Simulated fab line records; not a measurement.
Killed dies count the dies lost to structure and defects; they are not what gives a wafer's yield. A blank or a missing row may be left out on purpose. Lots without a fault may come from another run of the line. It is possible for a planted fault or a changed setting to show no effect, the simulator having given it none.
Struck lot and sound lot, side by side / flow n5Finfet / 42 out of 1938 route steps
Sound: these wafers, L330.3, L330.5, L330.6. Struck: wafers L342.2, L342.3, L342.5. At the end, the cause is stated.
Each step with rows lists, per side, the tool, then ch with its chambers, then its first start. Under that, the readings that differ: sound wafers / struck wafers / difference of the means / sigmas: that difference in standard deviations of wafers without a fault.
alike: readings with means less than 2 such deviations apart, plus words and numbers identical on both sides. not compared: withheld readings, readings lacking a value on some wafer, bounds such as >300 that could conceal the same value, and numbers that have no deviation in the record and whose values overlap.
The two part at a step that has a row with sigmas, a row that says differs or no value, or rows on one side only. Non-overlapping numbers with no deviation appear without sigmas and do not part them. A reading that every wafer of one side lacks parts them only if that side has two wafers or more.

first, 1 step without rows for these wafers: N5_BEOL_M5_STRIP_91 (strips in N2/H2, time 10 s).
N5_BEOL_M5_OCD_MEAS_38:
  sound on ocd-01 at day 8 15:57; struck on ocd-02 at day 12 02:19
  alike: trenchDepthNm
then, 4 steps without rows for these wafers: N5_BEOL_M5_HM_STRIP_39 (strips TiN in peroxide tin strip, target depth 25 nm, time 158 s); N5_BEOL_M5_SRD_40 (time 30 s); N5_BEOL_M5_PRECLEAN_42 (cleans in residue remover, time 60 s); N5_BEOL_M5_SRD_43 (time 30 s).
N5_BEOL_M5_CD_MEAS_35: target cd 28 nm, target cd y 24 nm.
  sound on cdSem-01 at day 8 16:06; struck on cdSem-02 at day 12 02:28
  alike: cdNm
N5_BEOL_M5_CURE_80: cures SiCOH lowk, time 120 s.
  sound on uvCure-03 ch 2, day 8 16:14; struck on uvCure-03 ch 1, day 12 02:36
  alike: lampPowerPct, wafer_temp_C_max
then, 1 step without rows for these wafers: N5_BEOL_M5_DEGAS_44 (time 60 s).
N5_BEOL_M5_PRE_CLEAN_45: time 30 s.
  sound on pvdSputter-02 at day 8 16:30; struck on pvdSputter-03 at day 12 03:53
  alike: heaterPowerW, susceptorTempC
then, 2 steps without rows for these wafers: N5_BEOL_M5_ALD_86 (deposits TaN, pulse time 2 s, purge time 3 s, co reactant purge time 2 s); N5_BEOL_M5_SURFACE_TREAT_87.
N5_BEOL_M5_CVD_47: deposits Co from CCTBA/H2, target thk 3 nm, time 216 s.
  sound on cvdCo-02 ch 0,1,2, day 8 16:51; struck on cvdCo-01 ch 1,2, day 12 04:19
then, 3 steps without rows for these wafers: N5_BEOL_M5_SPUTTER_48 (material Cu, target thk 15 nm, time 27.62 s); N5_BEOL_M5_ANNEAL_49 (time 1800 s); N5_BEOL_M5_SPUTTER_81 (material Cu, target thk 15 nm, time 27.62 s).
N5_BEOL_M5_ANNEAL_82: time 1800 s.
  sound on pvdSputter-01 at day 8 18:10; struck on pvdSputter-03 at day 12 05:43
  alike: heaterPowerW, susceptorTempC
then, 1 step without rows for these wafers: N5_BEOL_M5_SPUTTER_83 (material Cu, target thk 15 nm, time 27.62 s).
N5_BEOL_M5_ANNEAL_84: time 1800 s.
  sound on pvdSputter-01 at day 8 19:16; struck on pvdSputter-03 at day 12 06:47
  alike: heaterPowerW, susceptorTempC
then, 6 steps without rows for these wafers: N5_BEOL_M5_SPUTTER_88 (material Cu, target thk 15 nm, time 27.62 s); N5_BEOL_M5_ANNEAL_89 (time 1800 s); N5_BEOL_M5_SPUTTER_90 (material Cu, target thk 4.5 nm, time 8.29 s); N5_BEOL_M5_ECD_50 (material Cu, target thk 300 nm); N5_BEOL_M5_ANNEAL_51 (time 90 s); N5_BEOL_M5_CMP_52 (polishes, stops on SiCOH lowk, t overpolish 6.9 s, target thk 62 nm).
N5_BEOL_M5_THK_MEAS_53: measures by xrf.
  sound on filmMetro-02 at day 9 00:43; struck on filmMetro-02 at day 12 09:42
  alike: M5_THK
then, 4 steps without rows for these wafers: N5_BEOL_M5_PRE_CLEAN_77 (time 15 s); N5_BEOL_M5_CO_CAP_78 (material Co, precursor CCTBA/H2, target thk 2 nm, time 102.1 s); N5_BEOL_M5_PRE_CLEAN_55 (time 15 s); N5_BEOL_M5_DEP_56 (deposits SiCN from 3MS/NH3, target thk 8 nm, time 14 s).
N5_BEOL_M5_RS_MEAS_57: the measuring method here is four-point-probe.
  sound on filmMetro-02 at day 9 00:58; struck on filmMetro-01 at day 12 09:58
  alike: M5_RS
then, 2 steps without rows for these wafers: N5_BEOL_M6_ILD_DEP_00 (deposits SiCOH lowk from DEMS/porogen, target thk 179.75 nm, time 33.4 s); N5_BEOL_M6_CURE_74 (cures SiCOH lowk, time 240 s).
N5_BEOL_M6_THK_MEAS_01:
  sound on filmMetro-01 at day 9 01:37; struck on filmMetro-01 at day 12 10:37
  alike: M6_ILD_THK
then, 1 step without rows for these wafers: N5_BEOL_M6_PECVD_70 (deposits SiO2 from TEOS/O2, target thk 20 nm, time 22.7 s).
N5_BEOL_M6_HM_DEP_02: deposits TiN, target thk 20 nm.
  sound on pvdSputter-02 at day 9 03:02; struck on pvdSputter-01 at day 12 11:05
  alike: substrateTempC, susceptorTempC, throttleValvePct
then, 5 steps without rows for these wafers: N5_BEOL_M6_COAT_59 (time 60 s, resist thk 100 nm); N5_BEOL_M6_COAT_60 (time 60 s, resist thk 35 nm); N5_BEOL_M6_COAT_05 (resist thk 90 nm); N5_BEOL_M6_EBR_07; N5_BEOL_M6_SOFTBAKE_06 (time 60 s).
-- here the record skips 4 days between the struck wafers' starts before and after, leaving off in module BEOL_M6 and picking up in module PASSIVATION (first step shown: number 1936 of the route) --
N5_PASSIVATION_PROBE_49:
  sound on prober-02 at day 13 11:40; struck on prober-01 at day 16 05:00
reading=defectLimitedYield (%); sound=90.8 92.1 89.9; struck=86.7 86.4 84.7; difference=-5.0; sigmas=-4
reading=killed_at_M4_up; sound=13 15 11; struck=83 76 96; difference=+72; sigmas=+14
reading=killedDies; sound=108 93 119; struck=157 161 180; difference=+59; sigmas=+4
reading=killedOnRim; sound=10 17 10; struck=32 28 31; difference=+18; sigmas=+5
reading=sort_bin_5_function (%); sound=5.8 4.9 5.7; struck=8.3 7.4 8.6; difference=+2.6; sigmas=+3
reading=sortNPass; sound=1072 1087 1061; struck=1023 1019 1000; difference=-59; sigmas=-4
reading=sortYieldPct (%); sound=90.8 92.1 89.9; struck=86.7 86.4 84.7; difference=-5.0; sigmas=-4
  alike: killed_at_M0_to_M3, killedAtContacts, killedAtFrontEnd, killedAtOther, killedOpen, killedShort, sort_bin_6_memory

WHERE THEY PART
Only at N5_PASSIVATION_PROBE_49, within this record.

WHY: what had been put in by the simulator
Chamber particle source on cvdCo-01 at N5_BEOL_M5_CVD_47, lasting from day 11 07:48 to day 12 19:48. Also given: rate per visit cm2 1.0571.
